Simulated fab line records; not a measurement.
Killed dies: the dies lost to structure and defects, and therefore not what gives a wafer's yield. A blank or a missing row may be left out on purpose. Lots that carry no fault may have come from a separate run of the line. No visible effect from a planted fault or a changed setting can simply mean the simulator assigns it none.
fab line records :: flow n5_finfet :: part 2 of 2: steps 22 to 28 of 28
record
  lots=5
  wafers=15
  last_day=19
route steps=1938 shown BEOL_M9@1419
lots that met no fault: from a run of the same line without faults
start_h: hours from the record's first day to the start of the lot's first wafer shown :: wait_h: time in hours since the lot's previous step :: " identical to the entry in the row above :: L1.1+2: several wafers, shown together as one row :: - no value, or no start given :: * or withheld: withheld :: < > ~ a bound
route shown NAME@n: NAME is a module with steps in the file, n the number in the route of the first one :: usual: mean/standard deviation of fault-free wafers :: same: alike in all rows :: chamber/n: place in a boat :: sites: per-site readings :: _std_site: their standard deviation :: _edge_site: inner sites' mean taken away from outer sites' mean :: radius_mm: how far each site lies from the wafer's centre :: mask NAME#n: copy n :: behind: the last tool/chamber to shape the wafer :: hold: why the lot was held/for how many hours/how that ended :: device: names the non-switching transistor (n, p or np) :: end of line: tests run on the same wafers once the route is complete :: for a step that has no rows: nothing shown but its recipe :: killed: not the wafer's yield, but the dies lost to structure and defects at the first sort :: map: shows each die of a wafer: x if killed, . if not, _ if none is there
set.NAME: the setting the step ran with; set.NAME@STEP: the setting that earlier step ran with :: model.NAME: the simulator's own value behind a step, which no gauge read
lots at selected steps of the route; one table per step, one row per wafer
services: when a tool's chamber went out of use (start_h, in hours from the record's first day, below 0 if earlier), for how many hours, and the reason
## steps
# step N5_BEOL_M9_ETCH_66
# recipe
  chemistry=N2/H2
  target=SOC
  target_depth_a=800
  overetch_a=160
  mask_material=SiARC
  temp_c=40
  time_s=120
  ion_energy_ev=200
  pressure_mtorr=30
  source_w=840
  bias_w=150
  n2_flow_sccm=200
  h2_flow_sccm=200
# usual
  drypump_motor_current_A=5.9/0.45
  h2_flow_sccm=200.0/0.58
  n2_flow_sccm=200.0/0.51
  oes_product_au=0.62/0.069
  rf_vpp_V=523.8/3
  showerhead_plenum_p_Torr=2.54/0.11
  throttle_valve_pct=17.93/0.29
lot.wafer: L074.2
tool: rie_diel-06
chamber: 2
start_h: 255.43
wait_h: 0.0
drypump_motor_current_A: 6.1
h2_flow_sccm: 199.3
n2_flow_sccm: 199.4
oes_product_au: 0.68
rf_hours_counter_h: 36
rf_vpp_V: 524.4
showerhead_plenum_p_Torr: 2.59
throttle_valve_pct: 17.89

lot.wafer: L074.4
tool: rie_diel-06
chamber: 3
start_h: 255.43
wait_h: 0.0
drypump_motor_current_A: 6.0
h2_flow_sccm: 198.9
n2_flow_sccm: 199.5
oes_product_au: 0.53
rf_hours_counter_h: 222
rf_vpp_V: 518.5
showerhead_plenum_p_Torr: 2.39
throttle_valve_pct: 18.04

lot.wafer: L074.5
tool: rie_diel-06
chamber: 1
start_h: 255.43
wait_h: 0.0
drypump_motor_current_A: 6.5
h2_flow_sccm: 200.3
n2_flow_sccm: 200.8
oes_product_au: 0.57
rf_hours_counter_h: -
rf_vpp_V: 523.7
showerhead_plenum_p_Torr: 2.51
throttle_valve_pct: 18.13

lot.wafer: L076.2
tool: rie_diel-02
chamber: 1
start_h: 268.00
wait_h: 0.0
drypump_motor_current_A: 6.6
h2_flow_sccm: 201.1
n2_flow_sccm: 199.4
oes_product_au: 0.65
rf_hours_counter_h: 53
rf_vpp_V: 529.6
showerhead_plenum_p_Torr: 2.70
throttle_valve_pct: 17.80

lot.wafer: L076.3
tool: rie_diel-02
chamber: 0
start_h: 268.00
wait_h: 0.0
drypump_motor_current_A: 6.2
h2_flow_sccm: 200.7
n2_flow_sccm: 200.0
oes_product_au: 0.70
rf_hours_counter_h: 14
rf_vpp_V: 525.1
showerhead_plenum_p_Torr: 2.61
throttle_valve_pct: 17.34

lot.wafer: L076.6
tool: rie_diel-02
chamber: 0
start_h: 268.00
wait_h: 0.0
drypump_motor_current_A: 6.2
h2_flow_sccm: 200.9
n2_flow_sccm: 199.8
oes_product_au: 0.69
rf_hours_counter_h: -
rf_vpp_V: 525.0
showerhead_plenum_p_Torr: 2.61
throttle_valve_pct: 17.34

lot.wafer: L090.1
tool: rie_diel-02
chamber: 1
start_h: 360.38
wait_h: 0.0
drypump_motor_current_A: 6.6
h2_flow_sccm: 200.1
n2_flow_sccm: 199.7
oes_product_au: 0.62
rf_hours_counter_h: 81
rf_vpp_V: 527.8
showerhead_plenum_p_Torr: 2.69
throttle_valve_pct: 17.84

lot.wafer: L090.2
tool: rie_diel-02
chamber: 3
start_h: 360.38
wait_h: 0.0
drypump_motor_current_A: 5.3
h2_flow_sccm: 200.6
n2_flow_sccm: 200.3
oes_product_au: 0.63
rf_hours_counter_h: 94
rf_vpp_V: 524.5
showerhead_plenum_p_Torr: 2.57
throttle_valve_pct: 18.24

lot.wafer: L090.6
tool: rie_diel-02
chamber: 2
start_h: 360.38
wait_h: 0.0
drypump_motor_current_A: 5.3
h2_flow_sccm: 200.4
n2_flow_sccm: 199.7
oes_product_au: 0.58
rf_hours_counter_h: -
rf_vpp_V: 520.5
showerhead_plenum_p_Torr: 2.42
throttle_valve_pct: 17.87

lot.wafer: L089.1
tool: rie_diel-05
chamber: 0
start_h: 360.96
wait_h: 0.0
drypump_motor_current_A: 5.8
h2_flow_sccm: 199.6
n2_flow_sccm: 199.6
oes_product_au: 0.66
rf_hours_counter_h: 52
rf_vpp_V: 522.8
showerhead_plenum_p_Torr: 2.46
throttle_valve_pct: 17.79

lot.wafer: L089.4
tool: rie_diel-05
chamber: 2
start_h: 360.96
wait_h: 0.0
drypump_motor_current_A: 6.0
h2_flow_sccm: 199.1
n2_flow_sccm: 199.3
oes_product_au: 0.54
rf_hours_counter_h: 196
rf_vpp_V: 527.1
showerhead_plenum_p_Torr: 2.64
throttle_valve_pct: 18.37

lot.wafer: L089.5
tool: rie_diel-05
chamber: 3
start_h: 360.96
wait_h: 0.0
drypump_motor_current_A: 5.2
h2_flow_sccm: 200.0
n2_flow_sccm: 200.0
oes_product_au: 0.74
rf_hours_counter_h: -
rf_vpp_V: 522.9
showerhead_plenum_p_Torr: 2.50
throttle_valve_pct: 17.31

lot.wafer: L096.1
tool: rie_diel-06
chamber: 0
start_h: 396.40
wait_h: 0.0
drypump_motor_current_A: 5.3
h2_flow_sccm: 199.7
n2_flow_sccm: 200.0
oes_product_au: 0.54
rf_hours_counter_h: 196
rf_vpp_V: 516.7
showerhead_plenum_p_Torr: 2.32
throttle_valve_pct: 18.17

lot.wafer: L096.3
tool: rie_diel-06
chamber: 2
start_h: 396.40
wait_h: 0.0
drypump_motor_current_A: 6.1
h2_flow_sccm: 199.6
n2_flow_sccm: 200.4
oes_product_au: 0.63
rf_hours_counter_h: 80
rf_vpp_V: 525.7
showerhead_plenum_p_Torr: 2.57
throttle_valve_pct: 17.96

lot.wafer: L096.6
tool: rie_diel-06
chamber: 3
start_h: 396.40
wait_h: 0.0
drypump_motor_current_A: 6.0
h2_flow_sccm: 200.6
n2_flow_sccm: 199.9
oes_product_au: 0.73
rf_hours_counter_h: -
rf_vpp_V: 529.8
showerhead_plenum_p_Torr: 2.70
throttle_valve_pct: 17.76
# step N5_BEOL_M9_STRIP_69
# recipe
  chemistry=N2/H2
  temp_c=40
  n2_flow_sccm=200
  h2_flow_sccm=200
  rf_frequency_hz=6e+07
lot.wafer: L074.2+4+5
tool: rie_diel-06
chamber: 2,3,1
start_h: 255.51
wait_h: 0.0

lot.wafer: L076.2+3+6
tool: rie_diel-02
chamber: 1,0,0
start_h: 268.09
wait_h: 0.0

lot.wafer: L090.1+2+6
tool: rie_diel-02
chamber: 1,3,2
start_h: 360.46
wait_h: 0.0

lot.wafer: L089.1+4+5
tool: rie_diel-05
chamber: 0,2,3
start_h: 361.04
wait_h: 0.0

lot.wafer: L096.1+3+6
tool: rie_diel-06
chamber: 0,2,3
start_h: 396.48
wait_h: 0.0
# step N5_BEOL_M9_STRIP_77
# recipe
  chemistry=N2/H2
  temp_c=40
  n2_flow_sccm=200
  h2_flow_sccm=200
  rf_frequency_hz=6e+07
lot.wafer: L074.2+4+5
tool: rie_diel-06
chamber: 2,3,1
start_h: 255.52
wait_h: 0.0

lot.wafer: L076.2+3+6
tool: rie_diel-02
chamber: 1,0,0
start_h: 268.10
wait_h: 0.0

lot.wafer: L090.1+2+6
tool: rie_diel-02
chamber: 1,3,2
start_h: 360.47
wait_h: 0.0

lot.wafer: L089.1+4+5
tool: rie_diel-05
chamber: 0,2,3
start_h: 361.05
wait_h: 0.0

lot.wafer: L096.1+3+6
tool: rie_diel-06
chamber: 0,2,3
start_h: 396.49
wait_h: 0.0
# step N5_BEOL_M9_VIA_ETCH_34
# recipe
  chemistry=C4F6/O2
  target=SiCOH_lowk
  target_depth_a=1824
  mask_material=SOC
  taper_deg=4
  time_s=68.4
  ion_energy_ev=250
  pressure_mtorr=30
  source_w=345
  bias_w=185
  Ar_flow_sccm=300
  C4F6_flow_sccm=10
  O2_flow_sccm=10
# usual
  drypump_motor_current_A=5.8/0.46
  oes_product_au=0.81/0.093
  rf_vpp_V=671/12
  showerhead_plenum_p_Torr=2.84/0.11
  throttle_valve_pct=21.0/0.31
lot.wafer: L074.2
tool: rie_diel-06
chamber: 2
start_h: 255.53
wait_h: 0.0
drypump_motor_current_A: 6.1
oes_product_au: 0.88
rf_hours_counter_h: 36
rf_vpp_V: 675
showerhead_plenum_p_Torr: 2.88
throttle_valve_pct: 21.0

lot.wafer: L074.4
tool: rie_diel-06
chamber: 3
start_h: 255.53
wait_h: 0.0
drypump_motor_current_A: 6.0
oes_product_au: 0.68
rf_hours_counter_h: 222
rf_vpp_V: 689
showerhead_plenum_p_Torr: 2.72
throttle_valve_pct: 21.3

lot.wafer: L074.5
tool: rie_diel-06
chamber: 1
start_h: 255.53
wait_h: 0.0
drypump_motor_current_A: 6.5
oes_product_au: 0.74
rf_hours_counter_h: -
rf_vpp_V: 661
showerhead_plenum_p_Torr: 2.82
throttle_valve_pct: 21.3

lot.wafer: L076.2
tool: rie_diel-02
chamber: 1
start_h: 268.11
wait_h: 0.0
drypump_motor_current_A: 6.6
oes_product_au: 0.86
rf_hours_counter_h: 53
rf_vpp_V: 686
showerhead_plenum_p_Torr: 2.99
throttle_valve_pct: 20.7

lot.wafer: L076.3
tool: rie_diel-02
chamber: 0
start_h: 268.11
wait_h: 0.0
drypump_motor_current_A: 6.1
oes_product_au: 0.93
rf_hours_counter_h: 14
rf_vpp_V: 664
showerhead_plenum_p_Torr: 2.92
throttle_valve_pct: 20.4

lot.wafer: L076.6
tool: rie_diel-02
chamber: 0
start_h: 268.11
wait_h: 0.0
drypump_motor_current_A: 6.2
oes_product_au: 0.93
rf_hours_counter_h: -
rf_vpp_V: 665
showerhead_plenum_p_Torr: 2.92
throttle_valve_pct: 20.4

lot.wafer: L090.1
tool: rie_diel-02
chamber: 1
start_h: 360.48
wait_h: 0.0
drypump_motor_current_A: 6.5
oes_product_au: 0.82
rf_hours_counter_h: 81
rf_vpp_V: 686
showerhead_plenum_p_Torr: 2.98
throttle_valve_pct: 20.7

lot.wafer: L090.2
tool: rie_diel-02
chamber: 3
start_h: 360.48
wait_h: 0.0
drypump_motor_current_A: 5.2
oes_product_au: 0.82
rf_hours_counter_h: 94
rf_vpp_V: 668
showerhead_plenum_p_Torr: 2.87
throttle_valve_pct: 21.3

lot.wafer: L090.6
tool: rie_diel-02
chamber: 2
start_h: 360.48
wait_h: 0.0
drypump_motor_current_A: 5.3
oes_product_au: 0.75
rf_hours_counter_h: -
rf_vpp_V: 684
showerhead_plenum_p_Torr: 2.73
throttle_valve_pct: 21.1

lot.wafer: L089.1
tool: rie_diel-05
chamber: 0
start_h: 361.06
wait_h: 0.0
drypump_motor_current_A: 5.8
oes_product_au: 0.87
rf_hours_counter_h: 52
rf_vpp_V: 664
showerhead_plenum_p_Torr: 2.79
throttle_valve_pct: 21.0

lot.wafer: L089.4
tool: rie_diel-05
chamber: 2
start_h: 361.06
wait_h: 0.0
drypump_motor_current_A: 6.0
oes_product_au: 0.71
rf_hours_counter_h: 196
rf_vpp_V: 657
showerhead_plenum_p_Torr: 2.94
throttle_valve_pct: 21.4

lot.wafer: L089.5
tool: rie_diel-05
chamber: 3
start_h: 361.06
wait_h: 0.0
drypump_motor_current_A: 5.1
oes_product_au: 0.97
rf_hours_counter_h: -
rf_vpp_V: 671
showerhead_plenum_p_Torr: 2.79
throttle_valve_pct: 20.3

lot.wafer: L096.1
tool: rie_diel-06
chamber: 0
start_h: 396.50
wait_h: 0.0
drypump_motor_current_A: 5.2
oes_product_au: 0.71
rf_hours_counter_h: 196
rf_vpp_V: 660
showerhead_plenum_p_Torr: 2.60
throttle_valve_pct: 21.2

lot.wafer: L096.3
tool: rie_diel-06
chamber: 2
start_h: 396.50
wait_h: 0.0
drypump_motor_current_A: 6.1
oes_product_au: 0.81
rf_hours_counter_h: 80
rf_vpp_V: 674
showerhead_plenum_p_Torr: 2.86
throttle_valve_pct: 21.0

lot.wafer: L096.6
tool: rie_diel-06
chamber: 3
start_h: 396.50
wait_h: 0.0
drypump_motor_current_A: 6.0
oes_product_au: 0.96
rf_hours_counter_h: -
rf_vpp_V: 699
showerhead_plenum_p_Torr: 3.05
throttle_valve_pct: 21.1
# step N5_BEOL_M9_STRIP_73
# recipe
  chemistry=C4F6/O2
  resist=SiARC
  rf_frequency_hz=6e+07
lot.wafer: L074.2+4+5
tool: rie_diel-06
chamber: 2,3,1
start_h: 255.58
wait_h: 0.0

lot.wafer: L076.2+3+6
tool: rie_diel-02
chamber: 1,0,0
start_h: 268.16
wait_h: 0.0

lot.wafer: L090.1+2+6
tool: rie_diel-02
chamber: 1,3,2
start_h: 360.53
wait_h: 0.0

lot.wafer: L089.1+4+5
tool: rie_diel-05
chamber: 0,2,3
start_h: 361.11
wait_h: 0.0

lot.wafer: L096.1+3+6
tool: rie_diel-06
chamber: 0,2,3
start_h: 396.55
wait_h: 0.0
# step N5_BEOL_M9_STRIP_36
# recipe
  chemistry=N2/H2
  power_w=450
  temp_c=40
  pressure_mtorr=20
  rf_frequency_hz=6e+07
  overash_fraction=0.3
  bias_power_w=7
  h2_frac=0.5
  n2_flow_sccm=200
  h2_flow_sccm=200
# usual
  drypump_motor_current_A=5.9/0.45
  h2_flow_sccm=199.9/0.56
  n2_flow_sccm=200.0/0.6
  oes_product_au=0.81/0.094
  rf_vpp_V=59.2/1.5
  showerhead_plenum_p_Torr=2.53/0.11
  throttle_valve_pct=23.80/0.26
lot.wafer: L074.2
tool: rie_diel-06
chamber: 2
start_h: 255.59
wait_h: 0.0
drypump_motor_current_A: 6.1
h2_flow_sccm: 199.4
n2_flow_sccm: 200.7
oes_product_au: 0.89
rf_hours_counter_h: 36
rf_vpp_V: 60.5
showerhead_plenum_p_Torr: 2.59
throttle_valve_pct: 23.76

lot.wafer: L074.4
tool: rie_diel-06
chamber: 3
start_h: 255.59
wait_h: 0.0
drypump_motor_current_A: 6.0
h2_flow_sccm: 200.6
n2_flow_sccm: 199.4
oes_product_au: 0.69
rf_hours_counter_h: 222
rf_vpp_V: 58.1
showerhead_plenum_p_Torr: 2.39
throttle_valve_pct: 23.78

lot.wafer: L074.5
tool: rie_diel-06
chamber: 1
start_h: 255.59
wait_h: 0.0
drypump_motor_current_A: 6.5
h2_flow_sccm: 200.1
n2_flow_sccm: 199.8
oes_product_au: 0.74
rf_hours_counter_h: -
rf_vpp_V: 59.2
showerhead_plenum_p_Torr: 2.51
throttle_valve_pct: 23.87

lot.wafer: L076.2
tool: rie_diel-02
chamber: 1
start_h: 268.17
wait_h: 0.0
drypump_motor_current_A: 6.5
h2_flow_sccm: 199.9
n2_flow_sccm: 199.6
oes_product_au: 0.84
rf_hours_counter_h: 53
rf_vpp_V: 57.6
showerhead_plenum_p_Torr: 2.70
throttle_valve_pct: 23.74

lot.wafer: L076.3
tool: rie_diel-02
chamber: 0
start_h: 268.17
wait_h: 0.0
drypump_motor_current_A: 6.2
h2_flow_sccm: 200.8
n2_flow_sccm: 200.2
oes_product_au: 0.91
rf_hours_counter_h: 14
rf_vpp_V: 59.7
showerhead_plenum_p_Torr: 2.61
throttle_valve_pct: 23.29

lot.wafer: L076.6
tool: rie_diel-02
chamber: 0
start_h: 268.17
wait_h: 0.0
drypump_motor_current_A: 6.1
h2_flow_sccm: 201.1
n2_flow_sccm: 200.4
oes_product_au: 0.91
rf_hours_counter_h: -
rf_vpp_V: 61.0
showerhead_plenum_p_Torr: 2.61
throttle_valve_pct: 23.32

lot.wafer: L090.1
tool: rie_diel-02
chamber: 1
start_h: 360.54
wait_h: 0.0
drypump_motor_current_A: 6.5
h2_flow_sccm: 200.4
n2_flow_sccm: 199.8
oes_product_au: 0.80
rf_hours_counter_h: 81
rf_vpp_V: 57.6
showerhead_plenum_p_Torr: 2.68
throttle_valve_pct: 23.76

lot.wafer: L090.2
tool: rie_diel-02
chamber: 3
start_h: 360.54
wait_h: 0.0
drypump_motor_current_A: 5.2
h2_flow_sccm: 199.9
n2_flow_sccm: 201.4
oes_product_au: 0.83
rf_hours_counter_h: 94
rf_vpp_V: 59.2
showerhead_plenum_p_Torr: 2.56
throttle_valve_pct: 24.25

lot.wafer: L090.6
tool: rie_diel-02
chamber: 2
start_h: 360.54
wait_h: 0.0
drypump_motor_current_A: 5.3
h2_flow_sccm: 199.5
n2_flow_sccm: 199.8
oes_product_au: 0.76
rf_hours_counter_h: -
rf_vpp_V: 56.3
showerhead_plenum_p_Torr: 2.42
throttle_valve_pct: 23.65

lot.wafer: L089.1
tool: rie_diel-05
chamber: 0
start_h: 361.12
wait_h: 0.0
drypump_motor_current_A: 5.9
h2_flow_sccm: 200.0
n2_flow_sccm: 201.4
oes_product_au: 0.86
rf_hours_counter_h: 52
rf_vpp_V: 61.5
showerhead_plenum_p_Torr: 2.46
throttle_valve_pct: 23.79

lot.wafer: L089.4
tool: rie_diel-05
chamber: 2
start_h: 361.12
wait_h: 0.0
drypump_motor_current_A: 6.0
h2_flow_sccm: 199.4
n2_flow_sccm: 200.8
oes_product_au: 0.72
rf_hours_counter_h: 196
rf_vpp_V: 60.0
showerhead_plenum_p_Torr: 2.64
throttle_valve_pct: 24.23

lot.wafer: L089.5
tool: rie_diel-05
chamber: 3
start_h: 361.12
wait_h: 0.0
drypump_motor_current_A: 5.1
h2_flow_sccm: 200.2
n2_flow_sccm: 200.8
oes_product_au: 0.98
rf_hours_counter_h: -
rf_vpp_V: 59.7
showerhead_plenum_p_Torr: 2.50
throttle_valve_pct: 23.21

lot.wafer: L096.1
tool: rie_diel-06
chamber: 0
start_h: 396.56
wait_h: 0.0
drypump_motor_current_A: 5.2
h2_flow_sccm: 200.4
n2_flow_sccm: 200.4
oes_product_au: 0.71
rf_hours_counter_h: 196
rf_vpp_V: 58.0
showerhead_plenum_p_Torr: 2.32
throttle_valve_pct: 23.95

lot.wafer: L096.3
tool: rie_diel-06
chamber: 2
start_h: 396.56
wait_h: 0.0
drypump_motor_current_A: 6.1
h2_flow_sccm: 198.8
n2_flow_sccm: 199.4
oes_product_au: 0.82
rf_hours_counter_h: 80
rf_vpp_V: 59.7
showerhead_plenum_p_Torr: 2.57
throttle_valve_pct: 23.76

lot.wafer: L096.6
tool: rie_diel-06
chamber: 3
start_h: 396.56
wait_h: 0.0
drypump_motor_current_A: 6.0
h2_flow_sccm: 200.0
n2_flow_sccm: 200.5
oes_product_au: 0.96
rf_hours_counter_h: -
rf_vpp_V: 59.4
showerhead_plenum_p_Torr: 2.69
throttle_valve_pct: 23.72
# step N5_BEOL_M9_TRENCH_ETCH_37
# recipe
  chemistry=C4F6/O2
  target_depth_a=1514.3
  target=SiCOH_lowk
  time_s=49
  ion_energy_ev=250
  pressure_mtorr=30
  source_w=345
  bias_w=185
  Ar_flow_sccm=300
  C4F6_flow_sccm=10
  O2_flow_sccm=10
# usual
  drypump_motor_current_A=5.9/0.45
  oes_product_au=0.81/0.093
  rf_vpp_V=671/12
  showerhead_plenum_p_Torr=2.84/0.11
  throttle_valve_pct=21.0/0.32
lot.wafer: L074.2
tool: rie_diel-06
chamber: 2
start_h: -
wait_h: -
drypump_motor_current_A: 6.1
oes_product_au: 0.88
rf_hours_counter_h: 36
rf_vpp_V: 676
showerhead_plenum_p_Torr: 2.88
throttle_valve_pct: 21.0

lot.wafer: L074.4
tool: rie_diel-06
chamber: 3
start_h: -
wait_h: -
drypump_motor_current_A: 6.0
oes_product_au: 0.69
rf_hours_counter_h: 222
rf_vpp_V: 688
showerhead_plenum_p_Torr: 2.72
throttle_valve_pct: 21.3

lot.wafer: L074.5
tool: rie_diel-06
chamber: 1
start_h: -
wait_h: -
drypump_motor_current_A: 6.5
oes_product_au: 0.74
rf_hours_counter_h: -
rf_vpp_V: 661
showerhead_plenum_p_Torr: 2.82
throttle_valve_pct: 21.3

lot.wafer: L076.2
tool: rie_diel-02
chamber: 1
start_h: -
wait_h: -
drypump_motor_current_A: 6.5
oes_product_au: 0.86
rf_hours_counter_h: 53
rf_vpp_V: 685
showerhead_plenum_p_Torr: 2.99
throttle_valve_pct: 20.7

lot.wafer: L076.3
tool: rie_diel-02
chamber: 0
start_h: -
wait_h: -
drypump_motor_current_A: 6.2
oes_product_au: 0.94
rf_hours_counter_h: 14
rf_vpp_V: 664
showerhead_plenum_p_Torr: 2.92
throttle_valve_pct: 20.4

lot.wafer: L076.6
tool: rie_diel-02
chamber: 0
start_h: -
wait_h: -
drypump_motor_current_A: 6.1
oes_product_au: 0.93
rf_hours_counter_h: -
rf_vpp_V: 665
showerhead_plenum_p_Torr: 2.92
throttle_valve_pct: 20.4

lot.wafer: L090.1
tool: rie_diel-02
chamber: 1
start_h: -
wait_h: -
drypump_motor_current_A: 6.5
oes_product_au: 0.82
rf_hours_counter_h: 81
rf_vpp_V: 688
showerhead_plenum_p_Torr: 2.98
throttle_valve_pct: 20.8

lot.wafer: L090.2
tool: rie_diel-02
chamber: 3
start_h: -
wait_h: -
drypump_motor_current_A: 5.3
oes_product_au: 0.83
rf_hours_counter_h: 94
rf_vpp_V: 668
showerhead_plenum_p_Torr: 2.87
throttle_valve_pct: 21.3

lot.wafer: L090.6
tool: rie_diel-02
chamber: 2
start_h: -
wait_h: -
drypump_motor_current_A: 5.3
oes_product_au: 0.76
rf_hours_counter_h: -
rf_vpp_V: 685
showerhead_plenum_p_Torr: 2.74
throttle_valve_pct: 21.1

lot.wafer: L089.1
tool: rie_diel-05
chamber: 0
start_h: -
wait_h: -
drypump_motor_current_A: 5.8
oes_product_au: 0.86
rf_hours_counter_h: 52
rf_vpp_V: 666
showerhead_plenum_p_Torr: 2.79
throttle_valve_pct: 21.0

lot.wafer: L089.4
tool: rie_diel-05
chamber: 2
start_h: -
wait_h: -
drypump_motor_current_A: 6.0
oes_product_au: 0.71
rf_hours_counter_h: 196
rf_vpp_V: 659
showerhead_plenum_p_Torr: 2.94
throttle_valve_pct: 21.4

lot.wafer: L089.5
tool: rie_diel-05
chamber: 3
start_h: -
wait_h: -
drypump_motor_current_A: 5.1
oes_product_au: 0.97
rf_hours_counter_h: -
rf_vpp_V: 671
showerhead_plenum_p_Torr: 2.79
throttle_valve_pct: 20.4

lot.wafer: L096.1
tool: rie_diel-06
chamber: 0
start_h: -
wait_h: -
drypump_motor_current_A: 5.2
oes_product_au: 0.72
rf_hours_counter_h: 196
rf_vpp_V: 660
showerhead_plenum_p_Torr: 2.60
throttle_valve_pct: 21.2

lot.wafer: L096.3
tool: rie_diel-06
chamber: 2
start_h: -
wait_h: -
drypump_motor_current_A: 6.1
oes_product_au: 0.82
rf_hours_counter_h: 80
rf_vpp_V: 674
showerhead_plenum_p_Torr: 2.86
throttle_valve_pct: 21.0

lot.wafer: L096.6
tool: rie_diel-06
chamber: 3
start_h: -
wait_h: -
drypump_motor_current_A: 6.0
oes_product_au: 0.97
rf_hours_counter_h: -
rf_vpp_V: 700
showerhead_plenum_p_Torr: 3.05
throttle_valve_pct: 21.1
## services
tool: euv_scanner-02
chamber: -
start_h: 231.29
hours: 4.6
kind: pm

tool: rie_diel-05
chamber: 1
start_h: 264.80
hours: -
kind: clean

tool: rie_diel-05
chamber: 1
start_h: 264.80
hours: -
kind: consumable_replace:focus_ring

tool: euv_scanner-01
chamber: -
start_h: 269.28
hours: 1.0
kind: pm

tool: rie_metal-02
chamber: 1
start_h: 279.14
hours: 2.2
kind: repair

tool: euv_scanner-02
chamber: -
start_h: 282.73
hours: 0.3
kind: repair

tool: euv_scanner-02
chamber: -
start_h: 287.98
hours: 1.0
kind: pm

tool: euv_scanner-02
chamber: -
start_h: 298.56
hours: 5.8
kind: pm

tool: rie_diel-06
chamber: -
start_h: 299.45
hours: 1.1
kind: repair

tool: rie_diel-05
chamber: 2
start_h: 308.01
hours: 10.4
kind: repair

tool: euv_scanner-01
chamber: -
start_h: 312.57
hours: 1.5
kind: repair

tool: euv_scanner-01
chamber: -
start_h: 325.43
hours: 1.0
kind: pm

tool: euv_scanner-01
chamber: -
start_h: 331.00
hours: 4.6
kind: pm

tool: euv_scanner-01
chamber: -
start_h: 335.62
hours: 0.2
kind: repair

tool: euv_scanner-02
chamber: -
start_h: 344.13
hours: 1.0
kind: pm

tool: rie_diel-02
chamber: 0
start_h: 347.03
hours: 9.0
kind: repair

tool: rie_diel-06
chamber: 3
start_h: 352.48
hours: -
kind: clean

tool: rie_diel-06
chamber: 3
start_h: 352.48
hours: -
kind: consumable_replace:focus_ring

tool: rie_diel-06
chamber: 3
start_h: 352.48
hours: -
kind: consumable_replace:showerhead

tool: rie_diel-06
chamber: 3
start_h: 352.48
hours: 16.5
kind: scheduled_down

tool: rie_diel-06
chamber: 3
start_h: 352.48
hours: 16.5
kind: vent_cycle

tool: rie_diel-06
chamber: 1
start_h: 354.73
hours: 9.2
kind: repair

tool: euv_scanner-01
chamber: -
start_h: 381.58
hours: 1.0
kind: pm

tool: rie_metal-02
chamber: -
start_h: 393.96
hours: 1.2
kind: repair
